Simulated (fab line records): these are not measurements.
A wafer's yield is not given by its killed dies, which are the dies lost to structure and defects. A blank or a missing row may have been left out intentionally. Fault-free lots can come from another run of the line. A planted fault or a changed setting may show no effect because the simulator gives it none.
The tool behind it: which one? | flow n5-finfet | 27 wafers from 9 lots sampled at 3 of the route's 1938 steps

WHAT EACH GAUGE READ, for each wafer
N5_BEOL_M4_RC_MEAS_101.
lot  | measured     | on        | VT_N_LONG (mV)
L144 | day 7 20:49  | prober-02 | 274.0 275.0 274.6
L145 | day 7 23:18  | prober-01 | 274.9 275.9 273.0
L151 | day 9 18:59  | prober-01 | 276.3 276.0 275.4
L152 | day 9 21:07  | prober-01 | 276.6 273.6 274.5
L158 | day 11 18:47 | prober-02 | 247.2 254.6 256.9
L160 | day 12 08:54 | prober-02 | 248.8 253.6 245.4
L162 | day 12 16:38 | prober-01 | 278.0 275.2 276.1
L164 | day 12 18:17 | prober-02 | 278.0 276.6 276.8
L166 | day 13 21:52 | prober-02 | 275.3 274.8 276.1

WHICH TOOL RAN EACH LOT (tool, then ch and the chambers of the sampled wafers, then the start)
lot  | N5_HKMG_FIN_ETCH_55               | N5_HKMG_FIN_ETCH_58
L144 | rie-diel-05 ch 0,1,3, day 3 22:52 | rie-diel-05 ch 0,1,3, day 3 23:04
L145 | rie-diel-03 ch 0,2, day 4 04:05   | rie-diel-03 ch 0,2, day 4 04:17
L151 | rie-diel-03 ch 0,1,2, day 5 18:17 | rie-diel-03 ch 0,1,2, day 5 18:29
L152 | rie-diel-05 ch 1,2, day 6 04:46   | rie-diel-05 ch 1,2, day 6 04:59
L158 | rie-diel-03 ch 0,1,3, day 7 11:43 | rie-diel-03 ch 0,1,3, day 7 11:56
L160 | rie-diel-03 ch 0,3, day 7 22:50   | rie-diel-03 ch 0,3, day 7 23:02
L162 | rie-diel-05 ch 0,2,3, day 8 10:02 | rie-diel-05 ch 0,2,3, day 8 10:14
L164 | rie-diel-05 ch 2,3, day 8 23:34   | rie-diel-05 ch 2,3, day 8 23:53
L166 | rie-diel-04 ch 1,3, day 9 13:01   | rie-diel-04 ch 1,3, day 9 13:14
- N5_HKMG_FIN_ETCH_55: etches SOC in N2/H2, target depth 240 nm, time 300 s.
- N5_HKMG_FIN_ETCH_58: etches SOC in N2/H2, target depth 215.8 nm, time 741 s.

THE ANSWER, worked out from the rows above alone
Rule: what is usual is taken from the lots themselves. Put in order of their means at a reading, lots are off if they are a third of the lots or fewer, leave a main group of 4 or more, and stand apart from it by a gap of 3 or more times the standard deviation of the main group's means; of several such gaps the widest counts. Not used: any main group whose means are identical at the precision the tables above print for the reading. Also off: a lot with no number at a reading for which 4 or more lots have one. All remaining lots with rows at the step are treated as sound.
Off: at N5_BEOL_M4_RC_MEAS_101 (VT_N_LONG), L158, L160. The main group: mean 275.6 mV, standard deviation 0.91.
If a tool, at a process step before that reading, ran all the lots that are off and no sound lot after the first of them, it fits. The gauges at N5_BEOL_M4_RC_MEAS_101 are tried like those tools. One candidate fits, namely rie-diel-03 at N5_HKMG_FIN_ETCH_55 and N5_HKMG_FIN_ETCH_58. At N5_HKMG_FIN_ETCH_55 its last sound lot is L151 (day 5 18:17), its first lot that is off L158 (day 7 11:43): a fault that began between those two fits.

WHAT THE SIMULATOR HAD INSERTED
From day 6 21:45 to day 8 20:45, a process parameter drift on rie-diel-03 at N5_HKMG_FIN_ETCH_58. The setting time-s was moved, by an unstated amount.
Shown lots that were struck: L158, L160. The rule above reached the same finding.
